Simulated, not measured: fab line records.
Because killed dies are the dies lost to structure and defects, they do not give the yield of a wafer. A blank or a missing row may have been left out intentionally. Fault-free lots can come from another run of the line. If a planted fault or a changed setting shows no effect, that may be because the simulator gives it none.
Problem report in the 8D (eight disciplines) form, filled by code ; flow nandHarc ; the parts of the form that need people (team, actions taken, sign-off) are left out

1. WHAT WENT WRONG
A mean of 22.0 is read at NHARC_END_SORT_01 for killedAtPeriphery, taken on 1 wafer of 1 lot, against 3.4 (standard deviation 2.7) on wafers free of any fault. That is +6.9 standard deviations from the usual mean.
Seen first at day 22 07:29 on prober-02, wafer L588.3. The record holds 4 wafers of 2 lots with a number at this step. The rule behind "out" and "out of limits": a value lying over 4 standard deviations away from the usual mean. All remaining wafers that have a number are taken as sound.

2. WHAT IT IS AND WHAT IT IS NOT
question;is;is not
which readings at this step;killedAtPeriphery, sort_bin_2_pct;killedAtArray, killedAtOther, killedOpen, killedShort, sort_bin_3_pct, sort_bin_4_pct
which lots;L588;L585
which wafers of those lots;all that have a number;-
read on which gauges;prober-02;-
when;from day 22 07:29;up to then (3 sound wafers)

3. THE SUSPECTS, EACH WITH WHAT RULES IT OUT
Counting: any tool at a process step up to the reading is kept as a suspect provided that every lot that is out went through it and no sound lot did after the first of them.
- ruled out: the gauge at NHARC_END_SORT_01. All the wafers that are out were read on prober-02, but those of them that NHARC_P_BONDPAD_ETCH_24 has rows for are out there too, on other tools.
- rieDiel-07 at NHARC_P_BONDPAD_DESCUM_11 (chemistry O2, time 3 s): kept. It ran the lot that is out, L588 (day 8 02:07), and no sound lot after that; its last sound lot up to then is L585 (day 6 22:01).
- rieDiel-07 at NHARC_P_BONDPAD_ETCH_37 (etches the open film in N2/H2, target depth 60 nm, overetch 18 nm, time 65.91 s): kept. It ran the lot that is out, L588 (day 8 02:12), and no sound lot after that; its last sound lot up to then is L585 (day 6 22:06).
- rieDiel-07 at NHARC_P_BONDPAD_ETCH_12 (etches the open film in CHF3/O2, target depth 200 nm, time 100 s): kept. It ran the lot that is out, L588 (day 8 02:25), and no sound lot after that; its last sound lot up to then is L585 (day 6 22:20). NHARC_P_BONDPAD_ETCH_12: start missing for some lots; hours and lot order therefore follow NHARC_P_BONDPAD_CD_MEAS_13.
- rieDiel-07 at NHARC_P_BONDPAD_STRIP_15 (strips in O2): kept. It ran the lot that is out, L588 (day 8 02:31), and no sound lot after that; its last sound lot up to then is L585 (day 6 22:26).
- rieDiel-07 at NHARC_P_BONDPAD_ETCH_24 (etches the open film in CF4/N2, target depth 30 nm, time 72.99 s): kept. It ran the lot that is out, L588 (day 8 02:40), and no sound lot after that; its last sound lot up to then is L585 (day 6 22:33). On those wafers its own readings are out: runLengthS.
Left after counting: rieDiel-07 at NHARC_P_BONDPAD_DESCUM_11, rieDiel-07 at NHARC_P_BONDPAD_ETCH_37, rieDiel-07 at NHARC_P_BONDPAD_ETCH_12, rieDiel-07 at NHARC_P_BONDPAD_STRIP_15, rieDiel-07 at NHARC_P_BONDPAD_ETCH_24.

4. THE CAUSE (what the simulator had put in)
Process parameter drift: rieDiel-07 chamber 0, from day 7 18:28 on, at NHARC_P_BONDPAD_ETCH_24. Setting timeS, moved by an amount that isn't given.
This tool is one of the 5 suspects left after counting.

5. THE EFFECT CHAIN, in route order
Each row: a reading whose mean over the struck wafers that have a number lies more than 3 standard deviations from the usual. Readings are gone through only where the record gives a usual standard deviation; hours: the median, over the lots, of the time from a lot's start at the first step in this table giving one to that lot's start at this step; sigmas: the change measured in usual standard deviations.
hours;step;reading;usual;on struck wafers;change;sigmas
0;NHARC_P_BONDPAD_ETCH_24;runLengthS;94.5 s;74.3;-20.2;-41
341;NHARC_END_SORT_01;defectLimitedYield;95.3 %;91.1;-4.2;-3.2
341;NHARC_END_SORT_01;killedAtPeriphery;3.4;22.0;+18.6;+6.9
341;NHARC_END_SORT_01;killedDies;32;60;+28;+3.1
341;NHARC_END_SORT_01;sort_bin_2_pct;1.5 %;5.3;+3.8;+6.7
341;NHARC_END_SORT_01;sortNPass;645;617;-28;-3.1
341;NHARC_END_SORT_01;sortYieldPct;95.3 %;91.1;-4.2;-3.2
Here are the process steps it includes:
- NHARC_P_BONDPAD_ETCH_24: etches the open film in CF4/N2, target depth 30 nm, time 72.99 s.

6. HOW IT WOULD HAVE BEEN CAUGHT EARLIER
The first out-of-limits reading at a measuring or inspecting step in this record came at day 22 07:29, 349 hours after the fault's start at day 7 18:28.
At NHARC_P_BONDPAD_ETCH_24, the tool's own readings (runLengthS) were out on each struck wafer the step has a row for, so an alarm limit on them would have fired on the first such wafer.
Each of the lots that are out, 1 in all, had begun NHARC_P_BONDPAD_ETCH_24 on rieDiel-07 no later than day 22 07:29. Tool hold at that time: it would have spared none of them.
